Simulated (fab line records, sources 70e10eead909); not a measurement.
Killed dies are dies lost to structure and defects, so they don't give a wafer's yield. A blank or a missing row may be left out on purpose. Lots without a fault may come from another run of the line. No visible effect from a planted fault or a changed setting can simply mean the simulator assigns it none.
A lot that was struck, set against a sound lot    flow nandHarc    40 out of 1159 route steps
Sound: wafers L886.1, L886.4, L886.5. Wafers L890.2, L890.3, L890.5 were the ones struck. Last of all comes the cause.
At each step with rows: each side's tool, then ch and its chambers, then its first start. Under that, the readings that differ: sound wafers    struck wafers    difference of the means    sigmas: that difference in standard deviations of wafers without a fault.
alike: words and numbers the same on both sides, and readings whose means are apart by under 2 such deviations; not compared: readings that were withheld, readings missing a value for some wafer, numbers with overlapping values and no deviation given by the record, and bounds like >300 which may hide the same value.
The two part at a step that has a row with sigmas, a row that says differs or no value, or rows on one side only. When numbers do not overlap yet have no deviation, they are printed without sigmas and do not part them. Lack of a reading on every wafer of one side parts them only where that side has two or more wafers.

NHARC_P_BONDPAD_PRE_CLEAN_26: time 30 s.
  sound on pvdSputter-03; struck on pvdSputter-02
  alike: heaterPowerW
then, 4 steps without rows for these wafers: NHARC_P_BONDPAD_PVD_17 (deposits TaN, target thk 5 nm, time 8.06 s); NHARC_P_BONDPAD_PVD_27 (deposits Cu, target thk 30 nm, time 20.49 s); NHARC_P_BONDPAD_ECD_18 (material Cu, target thk 400 nm); NHARC_P_BONDPAD_ANNEAL_28 (time 90 s).
NHARC_P_BONDPAD_CMP_19: polishes, t overpolish 30 s, cu recess touch 16 s, target thk 160.81 nm.
  sound on cmp-04 ch 0,1,2, day 6 20:27; struck on cmp-02 ch 0,1,3, day 8 00:35
  alike: motorCurrentA, overpolishRunS, retainingRingPressureFrac
NHARC_P_BONDPAD_THK_MEAS_20: measures by xrf.
  sound: filmMetro-01 at day 6 20:46; struck: filmMetro-01 at day 8 00:52
  alike: thkNm
then, 1 step without rows for these wafers: NHARC_P_BONDPAD_SRD_21 (time 30 s, dry time 20 s).
NHARC_P_BONDPAD_INSPECT_23:
  sound: defectInspect-01 at day 6 20:59; struck: defectInspect-02 at day 8 01:05
reading         sound        struck       difference  sigmas
rawDefectCount  423 451 639  195 222 220  -292        -2
then, 1 step without rows for these wafers: NHARC_P_BONDPAD_ACTIVATE_29 (chemistry N2, time 60 s).
NHARC_P_BONDPAD_PRECLEAN_30: cleans in DIW, time 300 s.
  sound on wetBench-08 ch 1,2,4, day 6 21:13; struck on wetBench-08 ch 2,6,7, day 8 01:19
then, 1 step without rows for these wafers: NHARC_P_BONDPAD_SRD_31 (time 30 s, dry time 20 s).
NHARC_A_START_INSPECT_01:
  sound: defectInspect-02 at day 6 21:28; struck: defectInspect-02 at day 8 01:33
  alike: rawDefectCount
then, 11 steps without rows for these wafers: NHARC_A_ZERO_WELL_PRECLEAN_00 (cleans in SPM, time 600 s); NHARC_A_ZERO_WELL_SRD_01; NHARC_A_ZERO_WELL_DEHYDRATE_02 (time 120 s); NHARC_A_ZERO_WELL_HMDS_03 (time 30 s); NHARC_A_ZERO_WELL_COAT_18 (time 65 s); NHARC_A_ZERO_WELL_COAT_04 (resist thk 600 nm); NHARC_A_ZERO_WELL_SOFTBAKE_05 (time 70 s); NHARC_A_ZERO_WELL_EBR_06; NHARC_A_ZERO_WELL_EXPOSE_07 (exposes mask A ZERO); NHARC_A_ZERO_WELL_PEB_08 (peb time 80 s); NHARC_A_ZERO_WELL_DEVELOP_09 (time 50 s).
NHARC_A_ZERO_WELL_CD_MEAS_10: target cd 2000 nm.
  sound on cdSem-01 ch 0, day 6 22:11; struck on cdSem-03 ch 0, day 8 02:23
  alike: cdNm
then, 1 step without rows for these wafers: NHARC_A_ZERO_WELL_HARDBAKE_11 (time 65 s).
NHARC_A_ZERO_WELL_DESCUM_12: chemistry O2, time 3 s.
  sound on rieDiel-05 ch 0,2,3, day 6 22:21; struck on rieDiel-09 ch 0,1,2, day 8 02:34
  alike: drypumpMotorCurrentA, oesProductAu, rfVppV, showerheadPlenumPTorr, throttleValvePct
  not compared: rfHoursCounterH
NHARC_A_ZERO_WELL_ETCH_19: etches the open film in N2/H2, target depth 80 nm, overetch 24 nm, time 87.88 s.
  sound on rieDiel-05 ch 0,3, day 6 22:25; struck on rieDiel-09 ch 0,1,2, day 8 02:38
  alike: drypumpMotorCurrentA, oesProductAu, rfVppV, showerheadPlenumPTorr, throttleValvePct
  not compared: rfHoursCounterH
then, 5 steps without rows for these wafers: NHARC_A_ZERO_WELL_ETCH_13 (etches the open film in HBr/Cl2, target depth 120 nm, time 40.1 s); NHARC_A_ZERO_WELL_STRIP_14 (strips in SPM, time 900 s); NHARC_A_ZERO_WELL_IMPLANT_15; NHARC_A_ZERO_WELL_PRECLEAN_22 (cleans in SC1, time 60 s); NHARC_A_ZERO_WELL_SRD_23.
NHARC_A_ZERO_WELL_RTA_16: time 10 s.
  sound on rtpAnneal-02 ch 0, day 6 23:26; struck on rtpAnneal-02 ch 0, day 8 03:44
  alike: lampPowerPct, lamp_zone_5_pct, lamp_zone_6_pct, wafer_temp_C_max
NHARC_A_ZERO_WELL_INSPECT_17:
  sound: defectInspect-02 at day 6 23:38; struck: defectInspect-02 at day 8 03:54
  alike: rawDefectCount
then, 3 steps without rows for these wafers: NHARC_A_SOURCE_PLATE_PRECLEAN_00 (cleans in HF-LAST, time 60 s); NHARC_A_SOURCE_PLATE_SRD_01; NHARC_A_SOURCE_PLATE_OXIDE_02 (material SiO2, target thk 10 nm, ox time 1362 s).
NHARC_A_SOURCE_PLATE_THK_MEAS_09: measures by ellipsometry.
  sound: filmMetro-01 at day 7 06:25; struck: filmMetro-01 at day 8 09:54
  alike: thkNm
-- the record jumps here: 13 days lie between the struck wafers' starts before and after (it left off in module A_SOURCE_PLATE and takes up again in module END, whose first step shown is number 1159 of the route) --
NHARC_END_SORT_01:
  here the record holds rows for the struck wafers (prober-02 ch 0, day 21 13:41) but none for the sound ones

WHERE THEY PART
Last at NHARC_END_SORT_01 as far as this record goes, first at NHARC_P_BONDPAD_INSPECT_23.

WHY: what had been put in by the simulator
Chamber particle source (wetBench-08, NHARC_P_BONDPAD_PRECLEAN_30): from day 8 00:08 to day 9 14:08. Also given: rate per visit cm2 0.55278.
